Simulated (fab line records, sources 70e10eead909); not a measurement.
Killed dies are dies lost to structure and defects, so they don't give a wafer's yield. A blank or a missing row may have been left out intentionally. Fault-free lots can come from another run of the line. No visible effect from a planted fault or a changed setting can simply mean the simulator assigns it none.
Which tool is to blame? -- flow nand harc -- Sampling: 11 lots, 33 wafers, 5 of 1159 route steps

== WHAT EACH GAUGE READ, for each wafer ==
NHARC_END_SORT_01.
lot,measured,on,killed at array,killed at other,killed at periphery,killed dies,killed open,killed short
L410,day 21 10:40,prober-02,26 133 30,0 0 0,3 3 3,29 136 33,1 3 2,4 5 7
L413,day 21 17:37,prober-02,19 253 12,1 0 0,3 1 4,23 254 16,5 2 1,2 1 1

== EACH LOT AND THE TOOL THAT RAN IT (in order: tool; ch and the chambers of the sampled wafers; start) ==
lot,NHARC_A_WL_FILL_ETCHBACK_17,NHARC_A_CONTACT_ETCH_49,NHARC_A_CONTACT_ETCH_50,NHARC_A_CONTACT_ETCH_51
L406,"rie metal-02 ch 0, day 16 06:02","rie diel-07 ch 1,2, day 16 21:49 or earlier","rie diel-07 ch 1,2, day 16 21:49 or earlier","rie diel-07 ch 1,3, day 16 21:49"
L407,"rie metal-03 ch 0,1, day 16 07:11","rie diel-13 ch 2,3, day 16 23:18 or earlier","rie diel-13 ch 1,2,3, day 16 23:18 or earlier","rie diel-13 ch 1,2, day 16 23:18"
L410,"rie metal-01 ch 0,1, day 17 17:47","rie diel-07 ch 1,2,3, day 18 10:13 or earlier","rie diel-07 ch 1,2, day 18 10:13 or earlier","rie diel-07 ch 0,3, day 18 10:13"
L413,"rie metal-02 ch 0,1, day 18 00:53","rie diel-07 ch 0,2,3, day 18 17:59 or earlier","rie diel-07 ch 0,1,2, day 18 17:59 or earlier","rie diel-07 ch 0,1,2, day 18 17:59"
L417,"rie metal-01 ch 0,1, day 18 18:49","rie diel-13 ch 0,3, day 19 13:11 or earlier","rie diel-13 ch 2,3, day 19 13:11 or earlier","rie diel-13 ch 0,2,3, day 19 13:11"
L415,"rie metal-02 ch 0,1, day 18 19:36","rie diel-13 ch 0,1,2, day 19 14:11 or earlier","rie diel-13 ch 0,2,3, day 19 14:11 or earlier","rie diel-13 ch 0,1,3, day 19 14:11"
L421,"rie metal-03 ch 0,1, day 20 20:58","rie diel-07 ch 0,2,3, day 21 16:20 or earlier","rie diel-07 ch 0,1, day 21 16:20 or earlier","rie diel-07 ch 0,1,3, day 21 16:20"
L425,"rie metal-03 ch 0,1, day 21 02:05","rie diel-13 ch 1,2,3, day 21 20:15 or earlier","rie diel-13 ch 0,1,2, day 21 20:15 or earlier","rie diel-13 ch 1,2,3, day 21 20:15"
L424,"rie metal-03 ch 0,1, day 21 04:11","rie diel-07 ch 0,1,2, day 21 20:08 or earlier","rie diel-07 ch 1,2,3, day 21 20:08 or earlier","rie diel-07 ch 0,1,2, day 21 20:08"
L423,"rie metal-01 ch 0,1, day 21 05:13","rie diel-07 ch 0,2,3, day 22 05:38 or earlier","rie diel-07 ch 0,3, day 22 05:38 or earlier","rie diel-07 ch 0,2,3, day 22 05:38"
L426,"rie metal-02 ch 1, day 21 11:14","rie diel-07 ch 0,1,2, day 22 07:29 or earlier","rie diel-07 ch 0,2,3, day 22 07:29 or earlier","rie diel-07 ch 1,3, day 22 07:29"
- NHARC_A_WL_FILL_ETCHBACK_17: etches the open film in Cl2/BCl3, target depth 4 nm, time 26.7 s.
- NHARC_A_CONTACT_ETCH_49: etches the open film in N2/H2, target depth 260 nm, time 475.3 s.
- NHARC_A_CONTACT_ETCH_50: etches the open film in CF4/CHF3, target depth 84.7 nm, time 42.4 s.
- NHARC_A_CONTACT_ETCH_51: etches the open film in O2/COS, target depth 3600 nm, time 936 s.

== AS READ BY THE TOOLS THEMSELVES (means over the sampled wafers that have a number; for cases with no such wafer, the mark the record gives instead) ==
NHARC_A_WL_FILL_ETCHBACK_17.
lot,tool,drypump motor current A (A),oes product au (a.u.)
L406,rie metal-02,5.5,0.994
L407,rie metal-03,6.1,1.000
L410,rie metal-01,5.9,0.995
L413,rie metal-02,5.3,1.005
L417,rie metal-01,5.8,1.008
L415,rie metal-02,5.1,1.007
L421,rie metal-03,5.6,0.999
L425,rie metal-03,6.1,1.006
L424,rie metal-03,5.6,0.996
L423,rie metal-01,5.8,0.999
L426,rie metal-02,4.9,1.010

NHARC_A_CONTACT_ETCH_49.
lot,tool,drypump motor current A (A),h2 flow sccm (sccm),oes product au (a.u.),rf vpp V (V),showerhead plenum p Torr (Torr),throttle valve pct (%)
L406,rie diel-07,5.6,149.7,1.001,430,2.02,14.166
L407,rie diel-13,5.6,149.8,1.008,433,2.14,14.171
L410,rie diel-07,5.8,150.3,1.003,431,2.06,14.172
L413,rie diel-07,5.6,149.8,1.001,432,2.09,14.167
L417,rie diel-13,5.4,149.7,0.996,429,1.99,14.170
L415,rie diel-13,5.8,150.3,1.003,430,2.04,14.173
L421,rie diel-07,5.6,150.6,0.999,432,2.08,14.165
L425,rie diel-13,5.8,149.8,1.009,431,2.02,14.170
L424,rie diel-07,5.4,149.7,0.999,434,2.15,14.181
L423,rie diel-07,5.5,150.2,1.009,432,2.08,14.175
L426,rie diel-07,5.4,149.7,0.998,434,2.15,14.168

NHARC_A_CONTACT_ETCH_50.
lot,tool,chf3 flow sccm (sccm),drypump motor current A (A),oes product au (a.u.),rf vpp V (V),showerhead plenum p Torr (Torr),throttle valve pct (%)
L406,rie diel-07,29.96,5.6,0.966,369.7,1.56,16.810
L407,rie diel-13,30.01,5.8,0.924,370.2,1.57,16.799
L410,rie diel-07,29.94,5.6,0.961,372.3,1.63,16.797
L413,rie diel-07,30.01,5.4,0.982,373.3,1.65,16.797
L417,rie diel-13,30.02,5.5,0.930,373.1,1.63,16.798
L415,rie diel-13,29.85,5.5,0.932,372.0,1.59,16.801
L421,rie diel-07,30.02,5.5,0.976,372.1,1.62,16.800
L425,rie diel-13,29.99,5.8,0.940,369.8,1.57,16.806
L424,rie diel-07,29.94,5.8,0.930,371.3,1.59,16.805
L423,rie diel-07,29.88,5.4,0.978,370.4,1.59,16.801
L426,rie diel-07,30.09,5.5,0.951,372.4,1.60,16.802

NHARC_A_CONTACT_ETCH_51.
lot,tool,drypump motor current A (A),oes product au (a.u.),rf vpp V (V),showerhead plenum p Torr (Torr),throttle valve pct (%)
L406,rie diel-07,6.0,1.009,312.2,3.00,28.330
L407,rie diel-13,6.1,1.003,313.9,3.08,28.315
L410,rie diel-07,5.7,0.958,311.6,3.03,28.334
L413,rie diel-07,5.4,0.957,316.4,3.28,28.333
L417,rie diel-13,5.5,1.006,314.0,3.15,28.340
L415,rie diel-13,5.7,1.010,312.6,3.02,28.325
L421,rie diel-07,5.6,1.001,314.3,3.12,28.319
L425,rie diel-13,5.8,1.004,313.3,3.10,28.346
L424,rie diel-07,5.4,1.000,315.6,3.28,28.322
L423,rie diel-07,5.5,1.006,315.3,3.18,28.330
L426,rie diel-07,5.8,1.000,313.9,3.08,28.334

== THE ANSWER, worked out from the rows above alone ==
Rule: the lots themselves supply what counts as usual. Put in order of their means at a reading, lots are off if they are a third of the lots or fewer, leave a main group of 4 or more, and stand apart from it by a gap of 3 or more times the standard deviation of the main group's means; of several such gaps the widest counts. A main group whose means are all the same, to the digits that the tables above print for the reading, isn't used. Also off: a lot with no number at a reading for which 4 or more lots have one. Where the step has rows for the other lots, those lots are counted as sound. Order of review: gauges by route order, followed by the tools' own readings, for which a lot's mean as printed above is used. At the first step where some lot is off, the reading lying furthest off is the one used; lots without a number count as furthest.
Off: L410, L413 (NHARC_A_CONTACT_ETCH_51, oes product au). For the main group the mean is 1.004 a.u. and the standard deviation 0.0035.
A tool fits if, at that step or a process step before it, it ran every lot that is off, and no sound lot after the first of them. With no start given for some of its lots, NHARC_A_CONTACT_ETCH_49 uses the hours and lot order of NHARC_A_CONTACT_ETCH_51. With no start given for some of its lots, NHARC_A_CONTACT_ETCH_50 uses the hours and lot order of NHARC_A_CONTACT_ETCH_51. None of those tried fits.

== WHAT WAS PUT IN BY THE SIMULATOR ==
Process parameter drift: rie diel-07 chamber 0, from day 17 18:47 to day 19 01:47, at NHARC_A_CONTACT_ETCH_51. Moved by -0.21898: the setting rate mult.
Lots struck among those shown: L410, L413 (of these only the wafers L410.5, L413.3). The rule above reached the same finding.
